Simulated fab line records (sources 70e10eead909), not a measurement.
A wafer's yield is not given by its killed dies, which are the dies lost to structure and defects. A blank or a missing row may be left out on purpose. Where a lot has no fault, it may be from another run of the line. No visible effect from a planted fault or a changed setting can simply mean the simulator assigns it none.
What tool caused it? -- flow nand-harc -- Sampling: 10 lots, 30 wafers, 5 of 1302 route steps

WHAT EACH GAUGE READ, for each wafer
NHARC_P_STI_CD_MEAS_09 targets a cd of 200 nm.
lot,measured,on,cd-nm (nm)
L113,day 3 06:19,cd-sem-01,200.3 199.7 199.0
L118,day 5 09:19,cd-sem-02,208.8 207.1 204.7 209.0 207.0 204.9
L126,day 8 14:44,cd-sem-02,196.4 198.8 200.1
L127,day 9 02:02,cd-sem-02,200.2 198.6 199.2
L128,day 9 12:19,cd-sem-02,199.7 200.3 198.2
L129,day 9 21:49,cd-sem-02,198.3 200.3 201.2
L130,day 10 08:34,cd-sem-01,201.4 202.1 202.5
L132,day 11 03:34,cd-sem-03,201.5 201.9 202.5
L133,day 11 14:52,cd-sem-02,199.7 200.9 198.3
L134,day 11 23:35,cd-sem-03,197.8 196.6 198.5

TOOL THAT RAN EACH LOT (tool first, then ch and the chambers of the sampled wafers, then the start)
lot,NHARC_P_ZERO_WELL_DESCUM_13,NHARC_P_ZERO_WELL_ETCH_62,NHARC_P_ZERO_WELL_ETCH_63,NHARC_P_STI_EXPOSE_06
L113,"rie-diel-09 ch 1,2,3, day 2 07:25","rie-diel-09 ch 0,1,2, day 2 07:53 or earlier","rie-si-01 ch 1,3, day 2 07:53","krf-scanner-02 ch 0, day 3 06:11"
L118,"rie-diel-05 ch 0,3, day 4 09:24","rie-diel-05 ch 0,1,3, day 4 09:43 or earlier","rie-si-06 ch 0,1,2, day 4 09:43","krf-scanner-03 ch 0, day 5 09:10"
L126,"rie-diel-05 ch 0,2,3, day 7 17:17","rie-diel-05 ch 0,3, day 7 17:41 or earlier","rie-si-01 ch 0,1,3, day 7 17:41","krf-scanner-02 ch 0, day 8 14:35"
L127,"rie-diel-05 ch 2,3, day 8 03:17","rie-diel-05 ch 0,2,3, day 8 03:32 or earlier","rie-si-06 ch 0,2, day 8 03:32","krf-scanner-01 ch 0, day 9 01:53"
L128,"rie-diel-11 ch 1,3, day 8 13:17","rie-diel-11 ch 0,1,3, day 8 13:35 or earlier","rie-si-01 ch 0,2,3, day 8 13:35","krf-scanner-03 ch 0, day 9 12:10"
L129,"rie-diel-09 ch 0,2,3, day 8 23:24","rie-diel-09 ch 2,3, day 8 23:43 or earlier","rie-si-06 ch 1,2, day 8 23:43","krf-scanner-03 ch 0, day 9 21:40"
L130,"rie-diel-11 ch 1,2, day 9 09:27","rie-diel-11 ch 1,3, day 9 09:44 or earlier","rie-si-06 ch 1,2,3, day 9 09:44","krf-scanner-01 ch 0, day 10 08:25"
L132,"rie-diel-09 ch 0,2,3, day 10 05:29","rie-diel-09 ch 0,3, day 10 05:43 or earlier","rie-si-04 ch 2,3, day 10 05:43","krf-scanner-03 ch 0, day 11 03:25"
L133,"rie-diel-11 ch 0,1,3, day 10 15:23","rie-diel-11 ch 0,1,2, day 10 15:39 or earlier","rie-si-06 ch 0,1,3, day 10 15:39","krf-scanner-03 ch 0, day 11 14:43"
L134,"rie-diel-05 ch 0,3, day 11 01:23","rie-diel-05 ch 1,3, day 11 01:40 or earlier","rie-si-06 ch 0,2,3, day 11 01:40","krf-scanner-03 ch 0, day 11 23:27"
- NHARC_P_ZERO_WELL_DESCUM_13: chemistry O2, time 3 s.
- NHARC_P_ZERO_WELL_ETCH_62: etches the open film in CHF3/Ar, target depth 13 nm, time 6.5 s.
- NHARC_P_ZERO_WELL_ETCH_63: etches the open film in HBr/Cl2, target depth 120 nm, time 40.1 s.
- NHARC_P_STI_EXPOSE_06: exposes mask P STI, target cd 200 nm.

THE ANSWER, worked out from the rows above alone
Rule: the usual values come from the lots themselves. Put in order of their means at a reading, lots are off if they are a third of the lots or fewer, leave a main group of 4 or more, and stand apart from it by a gap of 3 or more times the standard deviation of the main group's means; of several such gaps the widest counts. A main group is skipped when, at the precision printed for the reading in the tables above, its means are all equal. A lot without any number at a reading at which 4 lots or more have one is off too. All remaining lots with rows at the step are treated as sound.
Off: L118, at NHARC_P_STI_CD_MEAS_09 (cd-nm). Mean 199.8 nm and standard deviation 1.4 in the main group.
If a tool, at a process step before that reading, ran all the lots that are off and no sound lot after the first of them, it fits. Gauges at NHARC_P_STI_CD_MEAS_09: tried the same way as those tools. NHARC_P_ZERO_WELL_ETCH_62: start missing for some lots; hours and lot order therefore follow NHARC_P_ZERO_WELL_ETCH_63. None of those tried fits.

WHAT THE SIMULATOR HAD INSERTED
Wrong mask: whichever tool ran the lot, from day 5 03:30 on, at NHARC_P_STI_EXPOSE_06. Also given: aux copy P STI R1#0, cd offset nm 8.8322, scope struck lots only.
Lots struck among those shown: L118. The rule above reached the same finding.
